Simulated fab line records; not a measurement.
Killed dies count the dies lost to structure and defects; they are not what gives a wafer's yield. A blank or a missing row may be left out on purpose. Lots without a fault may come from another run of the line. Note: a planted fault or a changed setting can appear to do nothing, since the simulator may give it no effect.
Lot-split experiment -- flow n5 finfet -- 21 wafers read across 7 lots, on a route 1938 steps long

## THE SPLIT
At N5_PASSIVATION_PECVD_53 (deposits SiO2 from TEOS/O2, target thk 800 nm, time 169.4 s), the setting temp c was moved away from the recipe's 400 C on 4 of the 21 wafers read, by -4.3% to +2.3%. All remaining wafers had this setting at the recipe value.

The reading is taken at the split's own step.

## THE READING
SiO2_of_PASSIVATION_PECVD_53.thk nm (the simulator's own value, which no gauge read), in nm, at N5_PASSIVATION_PECVD_53 (deposits SiO2 from TEOS/O2, target thk 800 nm, time 169.4 s). No usual value for it is given in the file. Across the 17 wafers here that went through the recipe, the average is 796.8 nm and the standard deviation 12 nm.

wafer,"tool, chamber at the split","temp c as run, C",against the recipe,"SiO2_of_PASSIVATION_PECVD_53.thk nm, nm",against lot-mates on the recipe
L076.2,"pecvd-03, 0",400,recipe,792,-
L076.4,"pecvd-03, 2",400,recipe,795.4,-
L076.6,"pecvd-03, 0",400,recipe,807.2,-
L078.1,"pecvd-03, 0",400,recipe,778.2,-
L078.2,"pecvd-03, 1",400,recipe,785.6,-
L078.6,"pecvd-03, 1",400,recipe,803.8,-
L082.3,"pecvd-02, 0",400,recipe,787.2,-
L082.4,"pecvd-02, 0",409.3,+2.3%,750.8,-36.4
L082.5,"pecvd-02, 2",409.3,+2.3%,746.6,-40.6
L083.1,"pecvd-02, 1",400,recipe,795,-
L083.2,"pecvd-02, 2",400,recipe,795.8,-
L083.5,"pecvd-02, 0",400,recipe,806.4,-
L089.2,"pecvd-04, 0",382.9,-4.3%,886.4,+98.0
L089.3,"pecvd-04, 2",400,recipe,788.4,-
L089.4,"pecvd-04, 2",382.9,-4.3%,886.8,+98.4
L092.1,"pecvd-04, 2",400,recipe,794.8,-
L092.2,"pecvd-04, 0",400,recipe,820.6,-
L092.4,"pecvd-04, 0",400,recipe,820.2,-
L096.1,"pecvd-02, 1",400,recipe,794.8,-
L096.2,"pecvd-02, 2",400,recipe,800.4,-
L096.3,"pecvd-02, 0",400,recipe,779.2,-

FIT RESULTS
A straight line over all 21 wafers: SiO2_of_PASSIVATION_PECVD_53.thk nm changes by -20.9 nm for each +1% of temp c; r = -0.95; the points scatter about the line by 11 nm.
The same after taking each lot's own level away (the mean of its wafers on the recipe; 21 wafers): -21.4 nm for each +1%; r = -0.97; scatter 9 nm.
The reading moves by 91 nm for the largest change in temp c, on that fit.
Across the lots, their own levels run from 787.20 to 811.87 nm, a range of 2.1 times the standard deviation given above.
The two slopes are in agreement: the lot-to-lot level therefore moves the slope only a little.
Check: for one of the wafers moved furthest among these (-4.3%), held out of the fit, the line's prediction against its lot-mates is +89.7 nm. It came out at +98 nm against them.

## OTHER SPLITS ON THESE WAFERS
These wafers also went through other splits before the reading. Each is held against what the fit with the lots' levels taken away leaves over:
other split on the same wafers,wafers away from the commonest value,r with SiO2_of_PASSIVATION_PECVD_53.thk nm (lot level and that fit taken away)
N5_BEOL_M12_PEB_08 peb time s,6,-0.36
N5_BEOL_M14_ILD_DEP_00 time s,5,+0.00
N5_BEOL_M14_EXPOSE_07 dose mj,8,-0.08
N5_BEOL_M15_EXPOSE_07 dose mj,13,+0.17
N5_BEOL_M15_STRIP_63 pressure mtorr,12,+0.11
N5_MIM_BOT_SPUTTER_00 time s,6,+0.12

## THE FILE'S OWN FIT
SiO2_of_PASSIVATION_PECVD_53.thk nm changes by -21.5 nm for each +1% of temp c, r = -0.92.
